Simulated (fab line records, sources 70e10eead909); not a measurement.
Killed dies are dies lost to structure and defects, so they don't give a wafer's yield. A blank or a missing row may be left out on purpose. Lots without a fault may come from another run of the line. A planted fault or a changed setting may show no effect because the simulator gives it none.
Chamber matching | flow nand_harc | NHARC_A_BLC_DESCUM_15 on rie_diel-12: 4 sister chambers
The step chemistry O2, time 3 s. 14 wafers are shown with their chamber, then 7 later ones without.

WAFERS WITH THEIR CHAMBER
wafer  | chamber | drypump_motor_current_A (A) | oes_product_au (a.u.) | rf_vpp_V (V)
L461.1 | 2       | 5.7                         | 0.996                 | 58.1
L461.4 | 3       | 5.7                         | 0.993                 | 58.8
L461.5 | 1       | 4.8                         | 1.007                 | 57.3
L463.2 | 0       | 6.2                         | 1.007                 | 57.7
L463.4 | 1       | 4.8                         | 1.010                 | 55.8
L463.6 | 2       | 5.8                         | 1.005                 | 59.1
L464.2 | 1       | 4.8                         | 1.010                 | 57.5
L464.4 | 2       | 5.7                         | 1.000                 | 57.3
L464.5 | 1       | 4.8                         | 1.008                 | 57.0
L465.1 | 3       | 5.7                         | 0.989                 | 57.7
L465.3 | 1       | 4.8                         | 1.006                 | 56.1
L465.4 | 2       | 5.7                         | 1.004                 | 57.9
L476.3 | 1       | 4.8                         | 0.995                 | 57.7
L476.5 | 3       | 5.7                         | 0.990                 | 57.7

SIGNATURES (means of the wafers above)
reading                 | chamber 0 | chamber 1 | chamber 2 | chamber 3 | scatter within a chamber
drypump_motor_current_A | 6.200     | 4.800     | 5.725     | 5.700     | 0.0274
oes_product_au          | 1.00700   | 1.00600   | 1.00125   | 0.99067   | 0.00466
rf_vpp_V                | 57.700    | 56.900    | 58.100    | 58.067    | 0.742
Rule: a wafer's distance from a chamber is the root of the sum, over the readings, of the square of ((its reading less the chamber's mean) divided by the reading's scatter). The wafer belongs to the nearest chamber; if the next one is less than 2 further off, it can't be placed. The scatter: the root of (the sum of the squares of (reading less its chamber's mean) over the shown wafers, divided by (wafers less chambers)).

WAFERS WITHOUT THEIR CHAMBER
wafer  | drypump_motor_current_A (A) | oes_product_au (a.u.) | rf_vpp_V (V)
L476.6 | 6.2                         | 0.992                 | 57.4
L479.1 | 5.7                         | 1.003                 | 60.0
L479.3 | 6.3                         | 0.997                 | 59.3
L479.6 | 5.7                         | 0.997                 | 57.1
L483.1 | 6.2                         | 1.016                 | 57.8
L483.5 | 5.7                         | 1.001                 | 57.1
L483.6 | 6.2                         | 1.007                 | 56.7

WHICH CHAMBER EACH WENT THROUGH
wafer  | from the rows above     | in truth
L476.6 | 0                       | 0
L479.1 | can't be placed: 2 or 3 | 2
L479.3 | 0                       | 0
L479.6 | can't be placed: 2 or 3 | 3
L483.1 | 0                       | 0
L483.5 | can't be placed: 2 or 3 | 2
L483.6 | 0                       | 0
Placed correctly: 4 of 7. Can't be placed from these rows: 3 (the true chamber is among the candidates in 3). Placed wrongly: 0.
